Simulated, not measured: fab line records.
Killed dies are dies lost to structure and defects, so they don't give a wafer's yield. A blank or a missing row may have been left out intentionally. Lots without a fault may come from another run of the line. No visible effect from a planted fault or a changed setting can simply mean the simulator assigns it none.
fab line records + flow nand-harc
[record]
- lots = 6
- wafers = 18
- last-day = 25
route steps=1159 shown A_ZERO_WELL@399
lots untouched by any fault: they come from a run of this same line in which no faults occurred
start-h: start of the lot's first displayed wafer, in hours after the record's first day + wait-h: how many hours have passed since the lot's step before this one + " as in the row above + L1.1+2: one row covering several wafers at once + - no value, or no start given + * or withheld: withheld + < > ~ a bound
route shown NAME@n: NAME is a module with steps in the file, n the number in the route of the first one + usual: mean/standard deviation of fault-free wafers + same: alike in all rows + chamber/n: place in a boat + sites: the reading at each site + _std_site: the standard deviation of these + _edge_site: mean of outer sites minus mean of inner sites + radius-mm: for every site, how far away it sits from the centre of the wafer + mask NAME#n: copy n + behind: the most recent tool/chamber to have shaped the wafer + hold: cause of the lot's hold/its duration in hours/its outcome + device: names the non-switching transistor (n, p or np) + end of line: the same wafers' tests at the end of the route + for a step that has no rows: nothing shown but its recipe + killed: the dies lost at the first sort to structure and to defects; this is not the yield of the wafer + map: the dies of a wafer, with x for killed, . for not killed, _ for no die there
set.NAME: the setting that was run; set.NAME@STEP: the one run at that earlier step + model.NAME: the simulator's own value behind a step, which no gauge read
a table for each step, a row for each wafer; lots at some steps of the route
services: when a tool's chamber went out of use (start-h, in hours from the record's first day, below 0 if earlier), for how many hours, and the reason
[[steps]]
[step NHARC_A_ZERO_WELL_PEB_08]
[recipe]
- peb-temp-c = 128
- peb-time-s = 80
[step NHARC_A_ZERO_WELL_DEVELOP_09]
[recipe]
- time-s = 50
- dev-temp-c = 22
[step NHARC_A_ZERO_WELL_CD_MEAS_10]
[recipe]
- target-cd-nm = 2000
- landing-energy-ev = 500
[usual]
- cd-nm = 2000.3/2.3
| lot.wafer | tool      | chamber | start-h | wait-h | cd-nm  |
|-----------|-----------|---------|---------|--------|--------|
| L137.3    | cd-sem-01 | 0       | 180.59  | -      | 1998.2 |
| L137.4    | "         | 0       | "       | "      | 1999.6 |
| L137.5    | "         | 0       | "       | "      | 1998.1 |
| L145.1    | cd-sem-02 | 0       | 214.67  | -      | 2001.2 |
| L145.5    | "         | 0       | "       | "      | 1999.3 |
| L145.6    | "         | 0       | "       | "      | 2002.7 |
| L147.1    | cd-sem-01 | 0       | 226.16  | -      | 1998.7 |
| L147.3    | "         | 0       | "       | "      | 1996.5 |
| L147.6    | "         | 0       | "       | "      | 1999.4 |
| L151.2    | cd-sem-01 | 0       | 243.23  | -      | 1998.0 |
| L151.5    | "         | 0       | "       | "      | 1998.5 |
| L151.6    | "         | 0       | "       | "      | 1998.4 |
| L153.1    | cd-sem-01 | 0       | 252.95  | -      | 2004.3 |
| L153.3    | "         | 0       | "       | "      | 1999.7 |
| L153.5    | "         | 0       | "       | "      | 2005.2 |
| L155.1    | cd-sem-02 | 0       | 274.53  | -      | 2002.5 |
| L155.3    | "         | 0       | "       | "      | 2002.8 |
| L155.5    | "         | 0       | "       | "      | 1997.8 |
[step NHARC_A_ZERO_WELL_HARDBAKE_11]
[recipe]
- temp-c = 118
- time-s = 65
[step NHARC_A_ZERO_WELL_DESCUM_12]
[recipe]
- time-s = 3
- o2-flow-sccm = 200
- ar-flow-sccm = 0
- bias-power-w = 0
- chemistry = O2
[usual]
- drypump-motor-current-A = 5.8/0.38
- oes-product-au = 1.002/0.011
- rf-vpp-V = 58.0/0.93
- showerhead-plenum-p-Torr = 1.95/0.079
- throttle-valve-pct = 11.312/0.009
| lot.wafer | tool        | chamber | start-h | wait-h | drypump-motor-current-A | oes-product-au | rf-hours-counter-h | rf-vpp-V | showerhead-plenum-p-Torr | throttle-valve-pct |
|-----------|-------------|---------|---------|--------|-------------------------|----------------|--------------------|----------|--------------------------|--------------------|
| L137.3    | rie-diel-03 | 2       | 180.74  | -      | 5.3                     | 1.007          | 15                 | 58.2     | 1.96                     | 11.298             |
| L137.4    | "           | 1       | "       | "      | 5.4                     | 1.011          | 17                 | 57.1     | 2.03                     | 11.317             |
| L137.5    | "           | 3       | "       | "      | 5.9                     | 1.017          | -                  | 58.4     | 2.06                     | 11.317             |
| L145.1    | rie-diel-03 | 1       | 214.83  | -      | 5.4                     | 1.012          | 20                 | 58.5     | 2.03                     | 11.319             |
| L145.5    | "           | 0       | "       | "      | 6.0                     | 1.031          | -                  | 59.7     | 1.87                     | 11.314             |
| L145.6    | "           | 1       | "       | "      | 5.4                     | 1.018          | -                  | 59.1     | 2.03                     | 11.305             |
| L147.3    | rie-diel-06 | 2       | 226.34  | -      | 5.8                     | 0.997          | 9                  | 58.4     | 1.87                     | 11.306             |
| L147.1    | "           | 3       | "       | "      | 5.6                     | 1.000          | 14                 | 57.9     | 2.02                     | 11.313             |
| L147.6    | "           | 1       | "       | "      | 5.9                     | 1.009          | -                  | 57.4     | 1.80                     | 11.322             |
| L151.2    | rie-diel-05 | 3       | 243.40  | -      | 6.1                     | 0.998          | 5                  | 58.2     | 1.92                     | 11.307             |
| L151.6    | "           | 1       | "       | "      | 5.4                     | 1.010          | -                  | 59.6     | 2.00                     | 11.322             |
| L151.5    | "           | 2       | "       | "      | 5.2                     | 0.991          | -                  | 57.7     | 2.01                     | 11.299             |
| L153.1    | rie-diel-05 | 1       | 253.11  | -      | 5.5                     | 1.000          | 6                  | 57.7     | 2.00                     | 11.324             |
| L153.3    | "           | 2       | "       | "      | 5.2                     | 0.983          | 7                  | 58.5     | 2.01                     | 11.313             |
| L153.5    | "           | 2       | "       | "      | 5.2                     | 0.999          | -                  | 59.3     | 2.01                     | 11.325             |
| L155.3    | rie-diel-03 | 3       | 274.69  | -      | 6.0                     | 0.981          | 5                  | 59.3     | 2.05                     | 11.327             |
| L155.1    | "           | 2       | "       | "      | 5.3                     | 1.018          | 5                  | 58.7     | 1.96                     | 11.310             |
| L155.5    | "           | 3       | "       | "      | 6.0                     | 0.988          | -                  | 58.2     | 2.05                     | 11.317             |
[step NHARC_A_ZERO_WELL_ETCH_19]
[recipe]
- target-depth-a = 800
- overetch-a = 240
- time-s = 87.88
- ion-energy-ev = 200
- n2-flow-sccm = 150
- h2-flow-sccm = 150
- ar-flow-sccm = 0
- rf-w = 400
- bias-w = 150
- chemistry = N2/H2
[usual]
- drypump-motor-current-A = 5.8/0.36
- oes-product-au = 1.002/0.011
- rf-vpp-V = 431.4/2.6
- showerhead-plenum-p-Torr = 2.08/0.086
- throttle-valve-pct = 14.170/0.0089
| lot.wafer | tool        | chamber | start-h | wait-h | drypump-motor-current-A | oes-product-au | rf-hours-counter-h | rf-vpp-V | showerhead-plenum-p-Torr | throttle-valve-pct |
|-----------|-------------|---------|---------|--------|-------------------------|----------------|--------------------|----------|--------------------------|--------------------|
| L137.4    | rie-diel-03 | 3       | 180.82  | 0.1    | 6.0                     | 0.994          | 15                 | 435.8    | 2.20                     | 14.173             |
| L137.3    | "           | 1       | "       | "      | 5.4                     | 1.015          | 17                 | 434.5    | 2.17                     | 14.168             |
| L137.5    | "           | 3       | "       | "      | 5.9                     | 0.997          | -                  | 434.1    | 2.20                     | 14.178             |
| L145.1    | rie-diel-03 | 2       | 214.91  | 0.1    | 5.3                     | 0.988          | 18                 | 433.3    | 2.09                     | 14.167             |
| L145.6    | "           | 2       | "       | "      | 5.3                     | 1.001          | -                  | 431.3    | 2.09                     | 14.182             |
| L145.5    | "           | 3       | "       | "      | 5.9                     | 1.010          | -                  | 433.7    | 2.20                     | 14.176             |
| L147.1    | rie-diel-06 | 3       | 226.42  | 0.1    | 5.7                     | 1.005          | 14                 | 433.6    | 2.15                     | 14.168             |
| L147.3    | "           | 0       | "       | "      | 6.5                     | 0.995          | 12                 | 431.7    | 2.09                     | 14.151             |
| L147.6    | "           | 2       | "       | "      | 5.7                     | 0.971          | -                  | 428.7    | 1.99                     | 14.161             |
| L151.2    | rie-diel-05 | 3       | 243.48  | 0.1    | 6.1                     | 1.012          | 5                  | 431.6    | 2.04                     | 14.169             |
| L151.6    | "           | 1       | "       | "      | 5.5                     | 0.998          | -                  | 433.6    | 2.13                     | 14.174             |
| L151.5    | "           | 2       | "       | "      | 5.2                     | 0.990          | -                  | 434.5    | 2.15                     | 14.172             |
| L153.3    | rie-diel-05 | 3       | 253.19  | 0.1    | 6.1                     | 0.998          | 6                  | 430.0    | 2.04                     | 14.160             |
| L153.1    | "           | 0       | "       | "      | 5.4                     | 0.985          | 6                  | 432.3    | 2.08                     | 14.176             |
| L153.5    | "           | 3       | "       | "      | 6.1                     | 1.008          | -                  | 429.7    | 2.04                     | 14.165             |
| L155.3    | rie-diel-03 | 0       | 274.77  | 0.1    | 6.0                     | 1.024          | 5                  | 430.4    | 1.99                     | 14.184             |
| L155.1    | "           | 3       | "       | "      | 6.0                     | 1.007          | 5                  | 434.5    | 2.19                     | 14.180             |
| L155.5    | "           | 0       | "       | "      | 6.0                     | 1.019          | -                  | 428.3    | 1.99                     | 14.164             |
[step NHARC_A_ZERO_WELL_ETCH_13]
[recipe]
- target-depth-a = 1200
- time-s = 40.1
- hbr-flow-sccm = 150
- cl2-flow-sccm = 50
- rf-w = 400
- icp-w = 400
- bias-w = 100
- chemistry = HBr/Cl2
[usual]
- drypump-motor-current-A = 5.8/0.41
- mfc-cl2-sccm = 49.98/0.15
- oes-product-au = 1.001/0.01
- throttle-valve-pct = 26.407/0.0084
| lot.wafer | tool      | chamber | start-h | wait-h | drypump-motor-current-A | mfc-cl2-sccm | oes-product-au | rf-hours-counter-h | throttle-valve-pct |
|-----------|-----------|---------|---------|--------|-------------------------|--------------|----------------|--------------------|--------------------|
| L137.3    | rie-si-04 | 0       | 180.98  | -      | 5.6                     | 49.97        | 0.988          | 0.5                | 26.396             |
| L137.5    | "         | 1       | "       | "      | 5.9                     | 49.81        | 1.002          | -                  | 26.400             |
| L137.4    | "         | 0       | "       | "      | 5.6                     | 49.77        | 0.981          | -                  | 26.402             |
| L145.1    | rie-si-01 | 1       | 215.05  | -      | 5.0                     | 50.18        | 1.005          | 0.5                | 26.396             |
| L145.6    | "         | 3       | "       | "      | 5.8                     | 50.07        | 1.025          | -                  | 26.412             |
| L145.5    | "         | 0       | "       | "      | 5.6                     | 49.79        | 1.016          | -                  | 26.402             |
| L147.3    | rie-si-03 | 2       | 226.52  | -      | 5.8                     | 50.06        | 0.997          | 0.3                | 26.406             |
| L147.1    | "         | 3       | "       | "      | 5.8                     | 50.11        | 1.003          | 0.6                | 26.397             |
| L147.6    | "         | 2       | "       | "      | 5.8                     | 50.12        | 0.992          | -                  | 26.399             |
| L151.2    | rie-si-01 | 1       | 243.62  | -      | 5.0                     | 50.06        | 1.009          | 0.7                | 26.405             |
| L151.6    | "         | 3       | "       | "      | 5.9                     | 50.23        | 1.000          | -                  | 26.414             |
| L151.5    | "         | 0       | "       | "      | 5.6                     | 49.57        | 1.014          | -                  | 26.408             |
| L153.3    | rie-si-01 | 0       | 253.32  | -      | 5.5                     | 50.14        | 1.008          | 0.8                | 26.406             |
| L153.1    | "         | 1       | "       | "      | 5.0                     | 49.99        | 1.004          | 0.7                | 26.405             |
| L153.5    | "         | 3       | "       | "      | 5.8                     | 49.85        | 1.003          | -                  | 26.410             |
| L155.1    | rie-si-03 | 0       | 274.92  | -      | 6.1                     | 49.99        | 1.011          | 0.9                | 26.416             |
| L155.3    | "         | 1       | "       | "      | 5.4                     | 49.79        | 0.993          | 0.9                | 26.404             |
| L155.5    | "         | 2       | "       | "      | 5.8                     | 49.97        | 0.985          | -                  | 26.421             |
[step NHARC_A_ZERO_WELL_STRIP_14]
[recipe]
- time-s = 900
- temp-c = 130
- chemistry = SPM
[step NHARC_A_ZERO_WELL_IMPLANT_15]
[recipe]
- energy-kev = 150
- dose-cm2 = 1e+13
- tilt-deg = 7
[step NHARC_A_ZERO_WELL_PRECLEAN_22]
[recipe]
- time-s = 60
- temp-c = 50
- bath-age-min = 0
- chemistry = SC1
[step NHARC_A_ZERO_WELL_SRD_23]
[step NHARC_A_ZERO_WELL_RTA_16]
[recipe]
- temp-c = 1000
- time-s = 10
[usual]
- anneal-temp-c-max = 1004.1/0.94
- lamp-power-pct = 27.4/1
- wafer_temp_C_max = 1006.9/2.2
| lot.wafer | tool          | chamber | start-h | wait-h | anneal-temp-c-max | lamp-power-pct | wafer_temp_C_max |
|-----------|---------------|---------|---------|--------|-------------------|----------------|------------------|
| L137.3    | rtp-anneal-01 | 0       | 181.93  | -      | 1004.7            | 26.7           | 1009.0           |
| L137.4    | "             | 0       | "       | "      | 1003.0            | 26.7           | 1009.3           |
| L137.5    | "             | 0       | "       | "      | 1005.3            | 26.6           | 1009.7           |
| L145.1    | rtp-anneal-01 | -       | 215.94  | -      | -                 | -              | -                |
| L145.5    | "             | -       | "       | "      | -                 | -              | -                |
| L145.6    | "             | -       | "       | "      | -                 | -              | -                |
| L147.1    | rtp-anneal-02 | -       | 227.52  | -      | -                 | -              | -                |
| L147.3    | "             | -       | "       | "      | -                 | -              | -                |
| L147.6    | "             | -       | "       | "      | -                 | -              | -                |
| L151.2    | rtp-anneal-01 | 0       | 244.53  | -      | 1003.0            | 26.6           | 1007.2           |
| L151.5    | "             | 0       | "       | "      | 1005.4            | 26.7           | 1007.8           |
| L151.6    | "             | 0       | "       | "      | 1004.5            | 26.7           | 1007.9           |
| L153.1    | rtp-anneal-01 | 0       | 254.23  | -      | 1003.9            | 26.6           | 1008.7           |
| L153.3    | "             | 0       | "       | "      | 1004.4            | 26.7           | 1008.7           |
| L153.5    | "             | 0       | "       | "      | 1005.1            | 26.6           | 1008.3           |
| L155.1    | rtp-anneal-02 | 0       | 275.80  | -      | 1002.5            | 28.8           | 1005.0           |
| L155.3    | "             | 0       | "       | "      | 1002.8            | 28.8           | 1006.1           |
| L155.5    | "             | 0       | "       | "      | 1004.0            | 28.8           | 1005.3           |
[step NHARC_A_ZERO_WELL_INSPECT_17]
[usual]
- raw-defect-count = 10/5.9
| lot.wafer | tool              | chamber | start-h | wait-h | raw-defect-count |
|-----------|-------------------|---------|---------|--------|------------------|
| L137.3    | defect-inspect-02 | -       | 182.07  | 0.1    | 6                |
| L137.4    | "                 | -       | "       | "      | 5                |
| L137.5    | "                 | -       | "       | "      | 3                |
| L145.1    | defect-inspect-01 | -       | 216.16  | 0.2    | 10               |
| L145.5    | "                 | -       | "       | "      | 1                |
| L145.6    | "                 | -       | "       | "      | 14               |
| L147.1    | defect-inspect-02 | -       | 227.71  | 0.2    | 10               |
| L147.3    | "                 | -       | "       | "      | 9                |
| L147.6    | "                 | -       | "       | "      | 8                |
| L151.2    | defect-inspect-01 | -       | 244.70  | 0.1    | 6                |
| L151.5    | "                 | -       | "       | "      | 8                |
| L151.6    | "                 | -       | "       | "      | 10               |
| L153.1    | defect-inspect-01 | -       | 254.42  | 0.2    | 6                |
| L153.3    | "                 | -       | "       | "      | 6                |
| L153.5    | "                 | -       | "       | "      | 15               |
| L155.1    | defect-inspect-01 | -       | 276.00  | 0.2    | 11               |
| L155.3    | "                 | -       | "       | "      | 8                |
| L155.5    | "                 | -       | "       | "      | 8                |
[[services]]
| tool        | chamber | start-h | hours | kind       |
|-------------|---------|---------|-------|------------|
| rie-diel-06 | 2       | 163.06  | 29.0  | repair     |
| rie-diel-05 | -       | 163.65  | 9.0   | pm         |
| rie-diel-03 | 0       | 169.38  | -     | clean      |
| rie-diel-03 | 1       | 169.38  | -     | clean      |
| rie-diel-03 | 2       | 169.38  | -     | clean      |
| rie-diel-03 | 3       | 169.38  | -     | clean      |
| rie-diel-06 | 0       | 173.29  | 8.7   | repair     |
| rie-diel-03 | 0       | 193.88  | -     | clean      |
| rie-diel-03 | 1       | 193.88  | -     | clean      |
| rie-diel-03 | 2       | 193.88  | -     | clean      |
| rie-diel-03 | 3       | 193.88  | -     | clean      |
| rie-si-03   | 2       | 195.91  | 26.1  | repair     |
| rie-si-04   | 3       | 207.03  | 1.3   | repair     |
| rie-diel-05 | 1       | 207.39  | 11.3  | repair     |
| rie-diel-03 | -       | 215.30  | 9.0   | pm         |
| rie-diel-03 | 0       | 215.30  | 9.0   | vent-cycle |
| rie-diel-03 | 1       | 215.30  | 9.0   | vent-cycle |
| rie-diel-03 | 2       | 215.30  | 9.0   | vent-cycle |
| rie-diel-03 | 3       | 215.30  | 9.0   | vent-cycle |
| rie-diel-03 | 0       | 224.30  | -     | clean      |
| rie-diel-03 | 1       | 224.30  | -     | clean      |
| rie-si-04   | 1       | 233.59  | 5.3   | repair     |
| rie-diel-06 | -       | 241.20  | 9.0   | pm         |
| rie-si-03   | 2       | 263.08  | 5.3   | repair     |
[[key]]
[first-sign]
- step = NHARC_A_ZERO_WELL_RTA_16
- reading = tool-record
- direction = missing
effect none on later readings
met-at NHARC_A_ZERO_WELL_RTA_16
struck-wafers L145.1,L145.5,L145.6,L147.1,L147.3,L147.6
later-rows-left-out L145.1,L145.5,L145.6,L147.1,L147.3,L147.6
sort-left-out L145.1,L145.5,L145.6,L147.1,L147.3,L147.6
tester-left-out L145,L147
onset-between 181.93 215.94
[fault]
- kind = skipped-step-whole
- tool = rtp-anneal-01,rtp-anneal-02
- chamber = -
- onset-h = 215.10
- steps = NHARC_A_ZERO_WELL_RTA_16
- scope = struck-lots-only
// tester-left-out: of these lots the tester's yield and bins aren't shown, on N5 and GAA mostly nor the transistor test; their killed dies are dies lost to structure and defects alone, not to doping, threshold or leakage, so they don't give the yield
// sort-left-out: the simulated sort isn't trusted on such a fault, so these wafers' sort isn't shown, and their yield isn't known
// later-rows-left-out: the simulator's readings of these wafers behind a module that went badly wrong aren't trusted and aren't shown, but for the sort
